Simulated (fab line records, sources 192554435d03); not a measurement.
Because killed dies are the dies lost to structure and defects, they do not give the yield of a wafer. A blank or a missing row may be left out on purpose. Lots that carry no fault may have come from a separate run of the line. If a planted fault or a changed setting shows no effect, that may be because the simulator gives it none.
Chamber matching	flow n5 finfet	N5_BEOL_M0_DEP_125 on pecvd-04: 3 sister chambers
The step deposits SiCN from 3MS/NH3, target thk 8 nm, time 14 s. 16 wafers are shown with their chamber, then 8 later ones without.

WAFERS, EACH WITH ITS CHAMBER
wafer	chamber	showerhead plenum p Torr (Torr)	throttle valve pct (%)
L078.1	1	3.676	9.3
L078.2	0	3.644	9.0
L078.3	2	3.663	8.7
L079.2	1	3.678	9.7
L079.4	2	3.663	8.9
L079.6	1	3.678	9.5
L081.2	2	3.677	8.8
L081.3	1	3.680	9.6
L081.5	0	3.644	9.3
L085.2	0	3.645	9.0
L085.3	0	3.643	9.0
L085.6	2	3.675	9.0
L087.1	1	3.678	9.3
L087.2	0	3.654	9.1
L087.6	0	3.654	9.1
L093.1	2	3.672	9.3

SIGNATURES, as means of the wafers listed above
reading	chamber 0	chamber 1	chamber 2	scatter within a chamber
showerhead plenum p Torr	3.64733	3.67800	3.67000	0.00496
throttle valve pct	9.083	9.480	8.940	0.177
Rule: for a wafer and a chamber, the distance is found by dividing, reading by reading, the gap between the wafer's reading and the chamber's mean by the reading's scatter, squaring, summing and taking the root. If the next closest chamber is less than 2 further off than the closest, the wafer can't be placed; otherwise it belongs to the closest. The scatter: the root of (the sum of the squares of (reading less its chamber's mean) over the shown wafers, divided by (wafers less chambers)).

WAFERS MISSING THEIR CHAMBER
wafer	showerhead plenum p Torr (Torr)	throttle valve pct (%)
L093.2	3.642	9.0
L093.4	3.691	9.5
L096.3	3.678	9.4
L096.5	3.648	9.1
L096.6	3.685	9.3
L097.1	3.672	9.0
L097.5	3.678	9.6
L097.6	3.675	9.1

WHICH CHAMBER EACH ONE RAN IN
wafer	from the rows above	in truth
L093.2	0	0
L093.4	1	1
L096.3	1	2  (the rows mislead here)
L096.5	0	0
L096.6	can't be placed: 1 or 2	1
L097.1	2	2
L097.5	1	1
L097.6	can't be placed: 2 or 1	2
Correct placement for 5 of the 8. Unplaceable from these rows: 2, with the true chamber sitting among the candidates in 2. 1 placed wrongly.
